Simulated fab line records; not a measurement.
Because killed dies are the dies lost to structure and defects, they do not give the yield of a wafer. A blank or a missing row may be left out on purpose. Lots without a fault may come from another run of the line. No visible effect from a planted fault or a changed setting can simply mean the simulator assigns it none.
fab line records    flow n5Finfet    part 2 of 2: steps 5 to 6 of 6
record lots=24  wafers=72  lastDay=18
route steps=1938 shown SD_EPI_P@312 ILD0@338 SDB@374 HKMG_FIN@413
lots untouched by any fault: they come from a run of this same line in which no faults occurred
startH: start of the lot's first displayed wafer, in hours after the record's first day    waitH: hours since the lot's step before    " same as the row above    L1.1+2: a row that stands for several wafers    - no value, or no start was given    * or withheld: withheld    < > ~ a bound
route shown NAME@n: names a module that has steps shown in the file, with the first one's number in the route    usual: mean and standard deviation over wafers with no fault    same: alike in all rows    chamber/n: place in a boat    sites: each site's reading    _std_site: the standard deviation of these    _edge_site: outer sites' mean less inner sites'    radiusMm: how far each site lies from the wafer's centre    mask NAME#n: copy n    behind: the tool/chamber that last shaped the wafer    hold: why the lot was held/for how many hours/how that ended    device: the transistor (n, p or np) that didn't switch    end of line: the tests these same wafers got at the end of their route    a step without rows: its recipe alone    killed: not the wafer's yield, but the dies lost to structure and defects at the first sort    map: the dies of a wafer, with x for killed, . for not killed, _ for no die there
set.NAME: setting as actually run; set.NAME@STEP: the setting as run at that earlier step    model.NAME: the simulator's own value behind a step, which no gauge read
route steps across a sampled set of lots; one table per step, one row per wafer
services: when a tool's chamber went out of use (startH, in hours from the record's first day, below 0 if earlier), for how many hours, and the reason
## steps
# step N5_SDB_CMP_30
# recipe stopOn=poly-Si  tOverpolishS=1.54  postCmpClean=alkalineBrush  downForcePsi=4.1491  platenRpm=51.796  padVelocityMS=1.0306  targetThkNm=30
# usual motorCurrentA=11.6/1.4  overpolishRunS=1.541/0.0092  platenRpm=51.79/0.035  timeToEndpointS=15.8/2.8
lot.wafer  tool    chamber  startH  waitH  motorCurrentA  overpolishRunS  platenRpm  timeToEndpointS
L074.4     cmp-01  3        69.66   1.4    14.5           1.554           51.82      16.6
L074.6     "       3        "       "      13.8           1.509           51.83      16.5
L074.5     "       0        "       "      10.8           1.526           51.75      14.2
L075.1     cmp-04  2        74.13   1.4    9.9            1.529           51.74      17.0
L075.2     "       3        "       "      13.9           1.532           51.79      21.4
L075.6     "       2        "       "      9.4            1.532           51.79      18.3
L076.3     cmp-04  1        81.55   1.4    10.9           1.549           51.73      15.1
L076.4     "       2        "       "      9.3            1.563           51.77      15.0
L076.5     "       2        "       "      9.8            1.543           51.81      16.5
L077.2     cmp-01  1        88.35   1.4    10.6           1.560           51.80      19.5
L077.3     "       2        "       "      11.8           1.529           51.80      19.4
L077.6     "       1        "       "      10.2           1.530           51.75      19.6
L078.1     cmp-04  2        95.22   1.4    10.0           1.542           51.74      18.3
L078.3     "       3        "       "      13.9           1.548           51.79      19.1
L078.6     "       3        "       "      14.1           1.532           51.79      20.9
L079.3     cmp-01  3        101.01  1.4    14.6           1.540           51.79      19.9
L079.4     "       2        "       "      12.3           1.537           51.79      20.4
L079.6     "       0        "       "      9.8            1.533           51.86      16.9
L080.4     cmp-02  0        106.71  0.1    10.7           1.542           51.76      14.9
L080.1     "       1        "       "      12.9           1.544           51.75      14.6
L080.5     "       3        "       "      11.4           1.536           51.77      16.0
L081.1     cmp-02  1        111.61  1.4    12.5           1.548           51.79      13.5
L081.3     "       3        "       "      12.0           1.541           51.77      12.7
L081.5     "       1        "       "      12.4           1.523           51.75      13.9
L082.1     cmp-02  0        117.71  1.4    11.1           1.543           51.72      18.2
L082.3     "       2        "       "      12.2           1.526           51.80      17.6
L082.2     "       3        "       "      12.0           1.549           51.76      12.3
L083.3     cmp-04  2        124.40  1.5    9.8            1.541           51.76      14.2
L083.2     "       3        "       "      13.8           1.548           51.81      17.1
L083.5     "       0        "       "      10.3           1.551           51.81      11.7
L084.1     cmp-04  0        128.33  1.4    10.5           1.542           51.81      15.4
L084.3     "       2        "       "      9.6            1.554           51.87      17.2
L084.6     "       1        "       "      11.2           1.541           51.80      14.5
L085.3     cmp-04  0        137.72  1.4    10.1           1.539           51.75      14.5
L085.4     "       1        "       "      11.5           1.544           51.80      14.2
L085.6     "       0        "       "      10.1           1.535           51.72      17.3
L086.4     cmp-01  1        140.87  1.4    10.8           1.551           51.79      18.7
L086.1     "       2        "       "      12.2           1.542           51.72      20.9
L086.5     "       2        "       "      12.4           1.537           51.76      18.8
L087.2     cmp-04  0        150.01  1.5    11.0           1.544           51.70      13.6
L087.5     "       3        "       "      13.7           1.526           51.78      21.8
L087.6     "       0        "       "      10.4           1.528           51.78      15.1
L088.3     cmp-04  3        155.02  1.4    13.6           1.548           51.79      19.7
L088.4     "       2        "       "      9.7            1.530           51.81      17.2
L088.6     "       0        "       "      10.0           1.547           51.89      14.6
L089.4     cmp-01  0        158.45  1.5    10.0           1.533           51.79      10.3
L089.3     "       1        "       "      11.0           1.546           51.83      13.1
L089.6     "       3        "       "      13.9           1.547           51.83      13.1
L090.2     cmp-02  1        169.12  1.4    12.4           1.547           51.75      17.8
L090.4     "       2        "       "      12.3           1.543           51.79      18.7
L090.6     "       0        "       "      10.5           1.558           51.81      16.5
L091.1     cmp-02  3        171.77  1.4    11.9           1.545           51.85      14.6
L091.3     "       1        "       "      12.4           1.541           51.78      17.2
L091.6     "       3        "       "      11.8           1.549           51.82      15.7
L092.4     cmp-01  0        178.57  0.0    9.9            1.553           51.74      11.5
L092.2     "       2        "       "      12.3           1.544           51.84      16.7
L092.6     "       0        "       "      10.4           1.529           51.77      10.2
L093.1     cmp-01  1        180.62  1.4    11.1           1.534           51.76      15.5
L093.2     "       2        "       "      12.2           1.538           51.76      16.1
L093.5     "       1        "       "      10.9           1.562           51.79      17.5
L094.2     cmp-02  0        192.49  1.4    10.9           1.552           51.84      20.5
L094.1     "       3        "       "      11.3           1.534           51.83      15.8
L094.6     "       1        "       "      12.5           1.543           51.83      18.1
L095.1     cmp-04  1        198.11  1.4    11.3           1.544           51.81      9.8
L095.3     "       3        "       "      12.8           1.546           51.77      17.3
L095.5     "       0        "       "      10.2           1.539           51.76      8.5
L096.3     cmp-04  1        203.03  1.4    11.5           1.548           51.83      10.7
L096.2     "       2        "       "      9.9            1.535           51.85      14.9
L096.1     "       0        "       "      10.5           1.552           51.84      9.2
L097.2     cmp-01  0        207.29  1.5    10.0           1.544           51.79      11.4
L097.4     "       1        "       "      10.6           1.536           51.80      14.6
L097.6     "       0        "       "      10.3           1.525           51.79      14.0
# step N5_HKMG_FIN_CVD_62
# recipe material=a-Si  targetThkA=30  tempC=500  precursor=Si2H6  pressureTorr=1  timeS=20.8
# usual heaterPowerW=1473/110
lot.wafer  tool             chamber  startH  waitH  heaterPowerW
L074.4     thermalCvdSi-01  1        73.45   0.2    1247
L074.5     "                0        "       "      1407
L074.6     "                2        "       "      1572
L075.1     thermalCvdSi-02  2        77.83   0.2    1513
L075.2     "                0        "       "      1465
L075.6     "                2        "       "      1534
L076.3     thermalCvdSi-01  2        85.95   0.2    1550
L076.4     "                2        "       "      1524
L076.5     "                1        "       "      1248
L077.2     thermalCvdSi-02  2        92.59   0.2    1507
L077.3     "                0        "       "      1493
L077.6     "                2        "       "      1518
L078.1     thermalCvdSi-01  2        98.77   0.2    1546
L078.3     "                0        "       "      1467
L078.6     "                0        "       "      1425
L079.3     thermalCvdSi-02  2        104.68  0.2    1519
L079.4     "                0        "       "      1543
L079.6     "                1        "       "      1507
L080.1     thermalCvdSi-01  0        110.34  0.2    1447
L080.4     "                1        "       "      1239
L080.5     "                0        "       "      1448
L081.1     thermalCvdSi-02  2        115.46  0.2    1535
L081.3     "                1        "       "      1527
L081.5     "                2        "       "      1536
L082.1     thermalCvdSi-01  2        121.65  0.2    1575
L082.2     "                1        "       "      1265
L082.3     "                0        "       "      1466
L083.2     thermalCvdSi-02  1        128.28  0.2    1470
L083.3     "                0        "       "      1477
L083.5     "                2        "       "      1485
L084.1     thermalCvdSi-01  2        132.38  0.2    1571
L084.3     "                0        "       "      1442
L084.6     "                0        "       "      1459
L085.3     thermalCvdSi-02  0        141.34  0.2    1524
L085.4     "                0        "       "      1511
L085.6     "                2        "       "      1541
L086.1     thermalCvdSi-01  2        144.78  0.2    1569
L086.4     "                1        "       "      1232
L086.5     "                2        "       "      1558
L087.2     thermalCvdSi-02  1        154.11  0.2    1516
L087.5     "                2        "       "      1537
L087.6     "                0        "       "      1492
L088.3     thermalCvdSi-01  1        158.79  0.2    1226
L088.4     "                0        "       "      1484
L088.6     "                2        "       "      1551
L089.3     thermalCvdSi-02  0        161.93  0.2    1494
L089.4     "                0        "       "      1516
L089.6     "                1        "       "      1562
L090.2     thermalCvdSi-01  1        172.66  0.2    1253
L090.4     "                2        "       "      1558
L090.6     "                1        "       "      1264
L091.1     thermalCvdSi-02  2        175.73  0.2    1552
L091.3     "                1        "       "      1532
L091.6     "                0        "       "      1486
L092.2     thermalCvdSi-01  0        182.37  0.2    1491
L092.4     "                1        "       "      1262
L092.6     "                2        "       "      1556
L093.1     thermalCvdSi-02  1        184.38  0.2    1506
L093.2     "                2        "       "      1587
L093.5     "                1        "       "      1550
L094.1     thermalCvdSi-01  2        196.40  0.2    1556
L094.2     "                0        "       "      1465
L094.6     "                2        "       "      1556
L095.1     thermalCvdSi-02  0        201.93  0.2    1502
L095.3     "                1        "       "      1538
L095.5     "                1        "       "      1509
L096.1     thermalCvdSi-01  2        207.18  0.2    1587
L096.2     "                1        "       "      1246
L096.3     "                1        "       "      1272
L097.2     thermalCvdSi-02  0        210.94  0.2    1512
L097.4     "                1        "       "      1534
L097.6     "                0        "       "      1497
## services
tool             chamber  startH  hours  kind
rieDiel-02       0        35.62   16.3   repair
thermalCvdSi-01  0        36.85   16.9   repair
rieSi-01         0        37.25   6.4    repair
rieSi-04         2        50.96   6.5    repair
cmp-04           -        71.18   1.7    repair
rieSi-04         3        71.43   2.1    repair
cmp-04           -        75.23   0.3    repair
cmp-01           -        94.41   1.3    repair
cmp-01           -        97.39   0.5    repair
thermalCvdSi-02  -        99.54   2.8    pm
plasmaAsher-01   -        105.82  1.8    repair
rieDiel-01       1        107.72  3.6    repair
cmp-01           -        109.59  15.8   repair
cmp-04           -        118.06  4.0    pm
rieSi-01         0        120.85  14.7   repair
cmp-02           -        132.74  11.8   pm
rieSi-04         0        157.49  14.8   repair
rieDiel-06       2        162.47  4.1    repair
rieDiel-01       -        165.45  15.6   pm
cmp-04           -        175.32  3.3    pm
thermalCvdSi-02  -        193.50  4.3    pm
thermalCvdSi-01  0        200.48  7.3    repair
plasmaAsher-02   -        205.69  1.0    repair
cmp-04           -        207.03  0.2    repair
